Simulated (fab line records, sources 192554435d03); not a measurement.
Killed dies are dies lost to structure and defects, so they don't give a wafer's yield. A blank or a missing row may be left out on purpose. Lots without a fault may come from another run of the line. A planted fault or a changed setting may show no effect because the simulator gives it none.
Chamber matching | flow n5_finfet | N5_MOL_CONTACT_COAG_ETCH_47 on rie_diel-06: 4 sister chambers
The step etches SiNx in CH3F/O2, stops on W, target depth 27 nm. 20 wafers are shown with their chamber, then 10 later ones without.

WAFERS WITH THEIR CHAMBER
wafer  | chamber | drypump_motor_current_A (A) | showerhead_plenum_p_Torr (Torr) | rf_vpp_V (V)
L074.2 | 3       | 5.9                         | 2.02                            | 310
L074.3 | 1       | 4.8                         | 1.97                            | 289
L074.5 | 3       | 5.9                         | 2.02                            | 311
L077.1 | 0       | 6.2                         | 1.96                            | 291
L077.3 | 1       | 4.8                         | 1.97                            | 289
L077.6 | 2       | 5.1                         | 2.14                            | 307
L079.1 | 1       | 4.8                         | 1.97                            | 290
L079.3 | 0       | 6.2                         | 1.96                            | 292
L079.6 | 1       | 4.8                         | 1.97                            | 289
L081.2 | 2       | 5.1                         | 2.14                            | 308
L081.3 | 3       | 5.8                         | 2.01                            | 310
L081.5 | 2       | 5.1                         | 2.14                            | 307
L082.1 | 2       | 5.1                         | 2.14                            | 306
L082.2 | 3       | 5.9                         | 2.01                            | 311
L082.3 | 1       | 4.8                         | 1.97                            | 288
L086.1 | 2       | 5.1                         | 2.13                            | 307
L086.3 | 3       | 5.9                         | 2.01                            | 310
L086.4 | 1       | 4.8                         | 1.97                            | 288
L088.1 | 0       | 6.2                         | 1.95                            | 289
L088.3 | 3       | 5.9                         | 2.01                            | 310

SIGNATURES (means of the wafers above)
reading                  | chamber 0 | chamber 1 | chamber 2 | chamber 3 | scatter within a chamber
drypump_motor_current_A  | 6.200     | 4.800     | 5.100     | 5.883     | 0.0228
showerhead_plenum_p_Torr | 1.9567    | 1.9700    | 2.1380    | 2.0133    | 0.00418
rf_vpp_V                 | 290.67    | 288.83    | 307.00    | 310.33    | 0.823
Rule: a wafer's distance from a chamber is the root of the sum, over the readings, of the square of ((its reading less the chamber's mean) divided by the reading's scatter). The wafer belongs to the nearest chamber; if the next one is less than 2 further off, it can't be placed. The scatter: the root of (the sum of the squares of (reading less its chamber's mean) over the shown wafers, divided by (wafers less chambers)).

WAFERS WITHOUT THEIR CHAMBER
wafer  | drypump_motor_current_A (A) | showerhead_plenum_p_Torr (Torr) | rf_vpp_V (V)
L088.5 | 5.9                         | 2.01                            | 310
L094.1 | 5.8                         | 2.00                            | 309
L094.4 | 5.1                         | 2.13                            | 308
L094.6 | 4.8                         | 1.96                            | 287
L096.1 | 4.8                         | 1.96                            | 289
L096.3 | 5.1                         | 2.12                            | 308
L096.4 | 5.9                         | 2.00                            | 310
L097.2 | 5.9                         | 2.00                            | 311
L097.5 | 4.8                         | 1.96                            | 287
L097.6 | 5.1                         | 2.12                            | 307

WHICH CHAMBER EACH WENT THROUGH
wafer  | from the rows above | in truth
L088.5 | 3                   | 3
L094.1 | 3                   | 3
L094.4 | 2                   | 2
L094.6 | 1                   | 1
L096.1 | 1                   | 1
L096.3 | 2                   | 2
L096.4 | 3                   | 3
L097.2 | 3                   | 3
L097.5 | 1                   | 1
L097.6 | 2                   | 2
Placed correctly: 10 of 10. Can't be placed from these rows: 0. Placed wrongly: 0.
